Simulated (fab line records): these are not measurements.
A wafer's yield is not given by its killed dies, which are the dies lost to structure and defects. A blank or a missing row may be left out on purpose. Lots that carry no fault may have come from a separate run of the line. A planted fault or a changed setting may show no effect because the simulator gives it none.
fab line records    flow n5Finfet
[record] lots = 4  wafers = 12  lastDay = 18
route steps=1938 shown BEOL_M2@916 BEOL_M3@931 BEOL_M4@1111
lots untouched by any fault: they come from a run of this same line in which no faults occurred
startH: start of the lot's first displayed wafer, in hours after the record's first day    waitH: hours from the lot's prior step to this one    " same as the row above    L1.1+2: a row that stands for several wafers    - no value present, or no start provided    * or withheld: withheld    < > ~ a bound
route shown NAME@n: a module of which the file shows steps, and the number in the route of the first    usual: mean and standard deviation over wafers with no fault    same: alike in all rows    chamber/n: place in a boat    sites: readings site by site    _std_site: the standard deviation of these    _edge_site: the outer-site mean with the inner-site mean subtracted    radiusMm: how far each site lies from the wafer's centre    mask NAME#n: copy n    behind: the last tool/chamber to shape the wafer    hold: reason for holding the lot/hours on hold/outcome of the hold    device: the n, p or np transistor that did not switch    end of line: the same wafers' tests at the end of the route    for a step that has no rows: nothing shown but its recipe    killed: the dies lost at the first sort to structure and to defects; this is not the yield of the wafer    map: a wafer's dies, marking killed ones x, the rest . and places with no die _
set.NAME: the setting the step ran with; set.NAME@STEP: the setting that earlier step ran with    model.NAME: the simulator's own value behind a step, which no gauge read
lots at selected steps of the route; one table per step, one row per wafer
services: from which hour (startH, from the record's first day; less than 0 if before it) a tool's chamber was out of use, for how many hours, and why
[[steps]]
[step N5_BEOL_M2_SPUTTER_92]
[recipe] material = Cu  targetThkA = 45  tempC = -20  chamberPressurePa = 0.07  powerW = withheld  timeS = 8.29
[step N5_BEOL_M2_ANNEAL_93]
[recipe] tempC = 400  timeS = 240  ambient = vacuum
[step N5_BEOL_M2_SPUTTER_94]
[recipe] material = Cu  targetThkA = 45  tempC = -20  chamberPressurePa = 0.07  powerW = withheld  timeS = 8.29
[step N5_BEOL_M2_ANNEAL_95]
[recipe] tempC = 400  timeS = 240  ambient = vacuum
[step N5_BEOL_M2_SPUTTER_96]
[recipe] material = Cu  targetThkA = 45  tempC = -20  chamberPressurePa = 0.07  powerW = withheld  timeS = 8.29
[step N5_BEOL_M2_ECD_50]
[recipe] material = Cu  targetThkA = 3000
[step N5_BEOL_M2_ANNEAL_51]
[recipe] tempC = 225  timeS = 90  ambient = N2
[step N5_BEOL_M2_CMP_52]
[recipe] stopOn = SiOC  tOverpolishS = 6.8  downForcePsi = 1  platenRpm = 50  clearingPlatenDownForcePsi = 1.5  clearingPlatenRpm = 50  postCmpClean = cuAlkaline  targetThkNm = 40  clearingPlatenPadVelocityMS = 0.99484  padVelocityMS = 0.99484
[step N5_BEOL_M2_PRE_CLEAN_60]
[recipe] gas = NH3/H2  timeS = 15  tempC = *  rfPowerW = 300
[step N5_BEOL_M2_CO_CAP_55]
[recipe] material = Co  targetThkA = 20  tempC = 200  precursor = CCTBA/H2  pressureTorr = 30  timeS = 102.1
[step N5_BEOL_M2_PRE_CLEAN_56]
[recipe] gas = NH3  timeS = 15  tempC = withheld  rfPowerW = 300
[step N5_BEOL_M2_DEP_57]
[recipe] material = SiCN  targetThkA = 80  tempC = withheld  precursor = 3MS/NH3  pressureTorr = 3  rfW = 202  timeS = 14
[usual] showerheadPlenumPTorr = 3.662/0.016  throttleValvePct = 9.2/0.49
lot.wafer  tool      chamber  startH  waitH  showerheadPlenumPTorr  throttleValvePct  model.SiCN_of_BEOL_M2_DEP_57.thkNm
L379.2     pecvd-03  2        193.01  0.0    3.648                  8.9               8
L379.4     "         0        "       "      3.632                  8.8               13
L379.6     "         2        "       "      3.656                  8.7               8.2
L382.1     pecvd-03  0        209.37  0.0    3.631                  9.0               12.8
L382.2     "         2        "       "      3.654                  8.8               7.8
L382.6     "         0        "       "      3.638                  8.9               8
L386.2     pecvd-04  1        229.25  0.0    3.673                  8.7               7.8
L386.3     "         2        "       "      3.652                  8.5               7.8
L386.5     "         1        "       "      3.672                  8.7               8
L392.1     pecvd-03  0        287.28  0.0    3.655                  9.0               8
L392.2     "         1        "       "      3.646                  9.3               8
L392.6     "         0        "       "      3.653                  9.1               7.8
[step N5_BEOL_M3_ILD_DEP_00]
[recipe] material = SiOC  targetThkA = 790  tempC = 350  precursor = DEMS/O2  pressureTorr = 5  rfW = 500  timeS = 15.3
[step N5_BEOL_M3_PECVD_72]
[recipe] material = SiO2  targetThkA = 160  tempC = 400  precursor = TEOS/O2  pressureTorr = 5.5  rfW = 450  teosFlowSccm = 53.8  gas = O2  flowSccm = 3000  timeS = 18
[step N5_BEOL_M3_HM_DEP_02]
[recipe] material = TiN  targetThkA = 200  tempC = 25  chamberPressurePa = 0.49996
[step N5_BEOL_M3_COAT_61]
[recipe] resist = SOC  tempC = 250  timeS = 60  spinRpm = 1500  resistThkNm = 60
[step N5_BEOL_M3_COAT_62]
[recipe] resist = SiARC  tempC = 220  timeS = 60  spinRpm = 1500  resistThkNm = 12
[step N5_BEOL_M3_COAT_73]
[recipe] resist = underlayer  tempC = 205  timeS = 60  spinRpm = 1500  resistThkNm = 5
[step N5_BEOL_M3_COAT_05]
[recipe] resist = CAR-EUV  spinRpm = 1500  resistThkNm = 30
[step N5_BEOL_M3_EBR_07]
[recipe] solvent = PGMEA  ebrWidthMm = 1.5
[step N5_BEOL_M3_SOFTBAKE_06]
[recipe] tempC = 110  timeS = 60  resist = CAR-EUV
[step N5_BEOL_M3_EXPOSE_08]
[recipe] maskId = M3  na = 0.33  sourceShape = dipole  sigmaInner = 0.369  sigmaOuter = 0.767  polarization = unpolarized  doseMj = 33
[step N5_BEOL_M3_PEB_09]
[recipe] pebTempC = 100  pebTimeS = 60  resist = CAR-EUV
[step N5_BEOL_M3_DEVELOP_10]
[recipe] developTimeS = 30  developer = TMAH  resist = CAR-EUV  rinseLiquid = surfactantRinse  dry = airSpin  devTempC = 23
[step N5_BEOL_M3_DESCUM_16]
[recipe] chemistry = O2  timeS = 7  sourcePowerW = 50  biasPowerW = 20  pressureMtorr = 20  rfFrequencyHz = 2.712e+07  tempC = 40  resist = CAR-EUV  o2FlowSccm = 225
[step N5_BEOL_M3_ETCH_74]
[recipe] chemistry = N2/H2  target = underlayer  targetDepthA = 65  maskMaterial = CAR-EUV  timeS = 5.2  ionEnergyEv = 200  pressureMtorr = 30  sourceW = 840  biasW = 150  n2FlowSccm = 200  h2FlowSccm = 200  ends = cleared
[step N5_BEOL_M3_ETCH_63]
[recipe] chemistry = CF4  target = SiARC  targetDepthA = 156  maskMaterial = CAR-EUV  timeS = 26  ionEnergyEv = 80  pressureMtorr = 40  sourceW = 545  biasW = 36  Ar_flow_sccm = 100  cf4FlowSccm = 100  ends = cleared
[step N5_BEOL_M3_ETCH_64]
[recipe] chemistry = N2/H2  target = SOC  targetDepthA = 750  overetchA = 150  maskMaterial = SiARC  tempC = 40  timeS = 112.5  ionEnergyEv = 200  pressureMtorr = 30  sourceW = 840  biasW = 150  n2FlowSccm = 200  h2FlowSccm = 200
[step N5_BEOL_M3_STRIP_65]
[recipe] chemistry = N2/H2  tempC = 40  n2FlowSccm = 200  h2FlowSccm = 200  rfFrequencyHz = 6e+07
[step N5_BEOL_M3_STRIP_75]
[recipe] chemistry = N2/H2  tempC = 40  n2FlowSccm = 200  h2FlowSccm = 200  rfFrequencyHz = 6e+07
[step N5_BEOL_M3_STRIP_66]
[recipe] chemistry = CF4  resist = SiARC  powerW = 300  biasPowerW = 75  pressureMtorr = 50  cf4FlowSccm = 150  rfFrequencyHz = 6e+07
[step N5_BEOL_M3_HM_OPEN_17]
[recipe] chemistry = Cl2/BCl3  targetDepthA = 200  overetchA = 60  target = TiN  maskMaterial = SOC  ionEnergyEv = 150  pressureMtorr = 10  icpW = 1000  biasW = 126  Cl2_flow_sccm = 53.25  bcl3FlowSccm = 21.75  Ar_flow_sccm = 25
[step N5_BEOL_M3_STRIP_19]
[recipe] chemistry = O2  powerW = 400  tempC = 40  pressureMtorr = 30  rfFrequencyHz = 6e+07  biasPowerW = 0  overashFraction = 0.2  o2FlowSccm = 225
[step N5_BEOL_M3_COAT_67]
[recipe] resist = SOC  tempC = 250  timeS = 60  spinRpm = 1500  resistThkNm = 60
[step N5_BEOL_M3_CMP_52]
[recipe] stopOn = SiOC  tOverpolishS = 6.8  downForcePsi = 1  platenRpm = 50  clearingPlatenDownForcePsi = 1.5  clearingPlatenRpm = 50  postCmpClean = cuAlkaline  targetThkNm = 40  clearingPlatenPadVelocityMS = 0.99484  padVelocityMS = 0.99484
[usual] barrierFieldEndpointS = 24.7/0.57  motorCurrentA = 5.8/0.62  overpolishRunS = 6.799/0.008  timeToEndpointS = 62.2/2.7
lot.wafer  tool    chamber  startH  waitH  barrierFieldEndpointS  motorCurrentA  overpolishRunS  timeToEndpointS  model.Cu_of_BEOL_M3_ECD_50.thkNm
L379.4     cmp-02  1        200.79  0.2    24.6                   6.4            6.792           62.5             44.8
L379.2     "       3        "       "      24.4                   5.7            6.790           65.1             39.6
L379.6     "       0        "       "      25.1                   5.6            6.798           64.0             40.4
L382.2     cmp-02  2        279.79  0.2    25.2                   5.9            6.799           66.9             40.8
L382.1     "       3        "       "      25.2                   5.5            6.792           64.5             46
L382.6     "       2        "       "      25.2                   5.9            6.811           65.8             41.4
L386.3     cmp-04  3        281.84  0.2    23.9                   6.2            6.799           62.6             36.6
L386.2     "       2        "       "      23.8                   6.2            6.798           61.7             39
L386.5     "       0        "       "      24.0                   6.7            6.805           58.4             39.4
L392.2     cmp-01  2        296.20  0.2    24.0                   5.5            6.805           61.2             38.8
L392.1     "       0        "       "      23.6                   4.9            6.789           60.7             38.8
L392.6     "       3        "       "      24.4                   4.8            6.797           59.1             39.6
[step N5_BEOL_M3_THK_MEAS_53]
[recipe] thkMeasGauge = xrf  reads = Cu_of_BEOL_M3_ECD_50
[usual] M3_THK = 39.2/1.3
lot.wafer  tool          chamber  startH  waitH  M3_THK[nm]
L379.2     filmMetro-01  -        201.04  -      38.4
L379.4     "             -        "       "      43.6
L379.6     "             -        "       "      39.4
L382.1     filmMetro-01  -        280.08  -      45.8
L382.2     "             -        "       "      40.2
L382.6     "             -        "       "      41.3
L386.2     filmMetro-01  -        282.13  -      38.6
L386.3     "             -        "       "      36.3
L386.5     "             -        "       "      39.2
L392.1     filmMetro-02  -        296.49  -      38.2
L392.2     "             -        "       "      38.4
L392.6     "             -        "       "      39.1
[step N5_BEOL_M3_RS_MEAS_58]
[recipe] thkMeasGauge = four-point-probe  reads = Co_of_BEOL_M3_CO_CAP_55+Cu_of_BEOL_M3_ECD_50+Co_of_BEOL_M3_CVD_47+TaN_of_BEOL_M3_ALD_84
[usual] M3_RS = 0.676/0.027
lot.wafer  tool          chamber  startH  waitH  M3_RS[ohm/sq]
L379.2     filmMetro-02  -        201.30  0.1    0.677
L379.4     "             -        "       "      0.578
L379.6     "             -        "       "      0.658
L382.1     filmMetro-01  -        280.35  0.0    0.557
L382.2     "             -        "       "      0.653
L382.6     "             -        "       "      0.637
L386.2     filmMetro-01  -        282.39  0.1    0.690
L386.3     "             -        "       "      0.748
L386.5     "             -        "       "      0.679
L392.1     filmMetro-02  -        296.75  0.0    0.694
L392.2     "             -        "       "      0.693
L392.6     "             -        "       "      0.676
[step N5_BEOL_M4_RC_MEAS_101]
[usual] DIBL_N = 36.6/1.3  DIBL_P = 36.4/1.4  IOFF_N = 0.167/0.023  IOFF_P = 0.219/0.029  ION_N = 678/8.7  ION_P = 464/6.4  SS_N = 71.5/0.53  SS_P = 73.4/0.57  VT_N = 248.5/2.8  VT_P = -249/3.1
lot.wafer  tool       chamber  startH  waitH  DIBL_N[mV/V]  DIBL_P[mV/V]  IOFF_N[nA/um]  IOFF_P[nA/um]  ION_N[uA/um]  ION_P[uA/um]  SS_N[mV/dec]  SS_P[mV/dec]  VT_N[mV]  VT_P[mV]
L379.2     prober-02  0        226.67  0.2    38.3          38.0          0.181          0.236          682           475           71.9          73.5          247.6     -247
L379.4     "          0        "       "      39.1          39.0          0.211          0.270          704           481           71.8          73.0          243.3     -246
L379.6     "          0        "       "      38.8          38.6          0.201          0.251          690           470           71.6          73.9          244.8     -250
L382.1     prober-01  0        300.00  0.0    36.7          38.2          0.209          0.269          681           470           71.9          73.9          245.7     -246
L382.2     "          0        "       "      36.2          37.5          0.190          0.247          682           466           71.6          73.7          246.2     -246
L382.6     "          0        "       "      37.3          39.1          0.214          0.276          679           467           72.0          74.4          246.3     -247
L386.2     prober-01  0        305.21  0.2    35.7          36.6          0.159          0.191          667           450           71.9          73.6          249.2     -252
L386.3     "          0        "       "      36.3          38.4          0.188          0.209          673           454           72.4          74.0          247.2     -252
L386.5     "          0        "       "      36.1          37.4          0.176          0.202          665           452           72.1          73.8          249.8     -252
L392.1     prober-01  0        329.98  0.0    35.8          36.1          0.147          0.208          669           460           71.8          73.2          248.5     -251
L392.2     "          0        "       "      36.4          37.0          0.156          0.211          675           469           71.3          73.5          250.8     -251
L392.6     "          0        "       "      36.7          37.4          0.166          0.222          673           463           72.1          73.4          246.6     -251
[[services]]
tool      chamber  startH  hours  kind
cmp-04    -        182.94  5.0    pm
pecvd-04  1        187.08  5.5    scheduledDown
cmp-02    -        192.28  1.1    repair
pecvd-03  -        208.55  0.7    repair
pecvd-03  2        214.61  14.7   repair
cmp-01    -        244.45  9.3    pm
cmp-02    -        255.89  0.6    repair
pecvd-03  0        261.37  5.5    scheduledDown
cmp-01    -        262.96  1.1    repair
pecvd-04  1        266.50  2.1    scheduledDown
cmp-04    -        267.99  4.0    pm
cmp-04    -        271.99  -      consumableReplace:conditioner
cmp-04    -        271.99  -      consumableReplace:pad
cmp-02    -        275.61  1.5    repair
pecvd-04  2        293.08  5.5    scheduledDown
cmp-02    -        295.52  9.9    pm
[[key]]
[firstSign] step = N5_BEOL_M3_THK_MEAS_53  reading = M3_THK  direction = up  sigmas = 4.4  usual = 39.2  struck = 44.7
[effect] step = N5_BEOL_M3_RS_MEAS_58  reading = M3_RS  direction = down  sigmas = 4  usual = 0.676  struck = 0.568
[modelEffect] step = N5_BEOL_M2_DEP_57  value = SiCN_of_BEOL_M2_DEP_57.thkNm  without = 8.1  struck = 12.9
[modelEffect] step = N5_BEOL_M3_CMP_52  value = Cu_of_BEOL_M3_ECD_50.thkNm  without = 40.5  struck = 45.4
metAt N5_BEOL_M2_DEP_57
struckWafers L379.4,L382.1
[fault] kind = processParameterDrift  tool = pecvd-03  chamber = -  onsetH = 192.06  steps = N5_BEOL_M2_DEP_57  channel = timeS  offset = *  shape = step  endH = 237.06  scope = struckWafersOnly  actsIn = *  stated = *
